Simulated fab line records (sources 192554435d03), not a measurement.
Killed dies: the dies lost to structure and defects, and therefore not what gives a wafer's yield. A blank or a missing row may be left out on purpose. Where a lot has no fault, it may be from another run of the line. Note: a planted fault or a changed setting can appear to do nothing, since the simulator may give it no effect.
Split-lot trial	flow n5-finfet	7 lots, 39 wafers read, on a route of 1938 steps

THE SPLIT ITSELF
At N5_BEOL_M11_ALD_74 (deposits TaN, target thk 2 nm, pulse time 2 s, purge time 3 s), the setting ald-cycles was moved away from the recipe's 40 on 9 of the 39 wafers read, by -55.0% to +42.5%. The other wafers ran this setting at the recipe's value.

Reading taken at the split's own step.

THE READING
TaN_of_BEOL_M11_ALD_74.thk-nm (the simulator's own value, which no gauge read), in nm, at N5_BEOL_M11_ALD_74 (deposits TaN, target thk 2 nm, pulse time 2 s, purge time 3 s). No usual value for it is given in the file.

wafer	tool, chamber at the split	ald-cycles as run	against the recipe	TaN_of_BEOL_M11_ALD_74.thk-nm, nm	against lot-mates on the recipe
L079.1	ald-metal-03, 1,3,2	40	recipe	2	-
L079.3	ald-metal-03, 1,3,2	40	recipe	2	-
L079.4	ald-metal-03, 1,3,2	40	recipe	2	-
L079.2	ald-metal-03, 0	18	-55.0%	0.8	-1.2
L079.5	ald-metal-03, 2,1	18	-55.0%	1	-1.0
L079.6	ald-metal-03, 2,1	18	-55.0%	1	-1.0
L078.1	ald-metal-02, 3,2,2	40	recipe	2	-
L078.3	ald-metal-02, 3,2,2	40	recipe	2	-
L078.5	ald-metal-02, 3,2,2	40	recipe	2	-
L078.2	ald-metal-02, 0,1,1	57	+42.5%	2.8	+0.8
L078.4	ald-metal-02, 0,1,1	57	+42.5%	2.8	+0.8
L078.6	ald-metal-02, 0,1,1	57	+42.5%	2.8	+0.8
L083.1	ald-metal-02, 0,2,1,3,1,2	40	recipe	2	-
L083.2	ald-metal-02, 0,2,1,3,1,2	40	recipe	2	-
L083.3	ald-metal-02, 0,2,1,3,1,2	40	recipe	2	-
L083.4	ald-metal-02, 0,2,1,3,1,2	40	recipe	2	-
L083.5	ald-metal-02, 0,2,1,3,1,2	40	recipe	2	-
L083.6	ald-metal-02, 0,2,1,3,1,2	40	recipe	2	-
L085.1	ald-metal-02, 3,0,1,2,2,1	40	recipe	2	-
L085.2	ald-metal-02, 3,0,1,2,2,1	40	recipe	2	-
L085.3	ald-metal-02, 3,0,1,2,2,1	40	recipe	2	-
L085.4	ald-metal-02, 3,0,1,2,2,1	40	recipe	2	-
L085.5	ald-metal-02, 3,0,1,2,2,1	40	recipe	2	-
L085.6	ald-metal-02, 3,0,1,2,2,1	40	recipe	2	-
L088.1	ald-metal-03, 0,2,1,3,3,0	40	recipe	2	-
L088.2	ald-metal-03, 0,2,1,3,3,0	40	recipe	2	-
L088.3	ald-metal-03, 0,2,1,3,3,0	40	recipe	2	-
L088.4	ald-metal-03, 0,2,1,3,3,0	40	recipe	2	-
L088.5	ald-metal-03, 0,2,1,3,3,0	40	recipe	2	-
L088.6	ald-metal-03, 0,2,1,3,3,0	40	recipe	2	-
L092.1	ald-metal-03, 1,0,3	40	recipe	2	-
L092.2	ald-metal-03, 1,0,3	40	recipe	2	-
L092.6	ald-metal-03, 1,0,3	40	recipe	2	-
L092.3	ald-metal-03, 2,3,2	19	-52.5%	1	-1.0
L092.4	ald-metal-03, 2,3,2	19	-52.5%	1	-1.0
L092.5	ald-metal-03, 2,3,2	19	-52.5%	1	-1.0
L096.2	ald-metal-03, 3,1,2	40	recipe	2	-
L096.4	ald-metal-03, 3,1,2	40	recipe	2	-
L096.6	ald-metal-03, 3,1,2	40	recipe	2	-
Rows listing several chambers each stand for several wafers; the file does not say which wafer went through which chamber.

FIT RESULTS
A straight line over all 39 wafers: TaN_of_BEOL_M11_ALD_74.thk-nm changes by +0.0191 nm for each +1% of ald-cycles; r = +1.00; the points scatter about the line by 0.027 nm.
The same after taking each lot's own level away (the mean of its wafers on the recipe; 39 wafers): +0.0191 nm for each +1%; r = +1.00; scatter 0.027 nm.
That fit puts the effect of the largest move of ald-cycles on the reading at 1.1 nm.
The lots' own levels span 2.00 to 2.00 nm.
The two slopes agree, so the slope changes little with the lot-to-lot level.
Check: -1.03 nm against its lot-mates is what the line predicts for one of the wafers moved furthest among these (-55.0%) when that wafer is left out of the fit. It came out at -1.2 nm against them.

FURTHER SPLITS ON THESE WAFERS
These wafers also went through other splits before the reading. Each is held against what the fit with the lots' levels taken away leaves over:
other split on the same wafers	wafers away from the commonest value	r with TaN_of_BEOL_M11_ALD_74.thk-nm (lot level and that fit taken away)
N5_BEOL_M6_ALD_77 ald-cycles	15	-0.02
N5_BEOL_M9_DESCUM_16 time-s	6	+0.05

THE FILE'S OWN FIT
TaN_of_BEOL_M11_ALD_74.thk-nm changes by +0.0191 nm for each +1% of ald-cycles, r = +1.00.
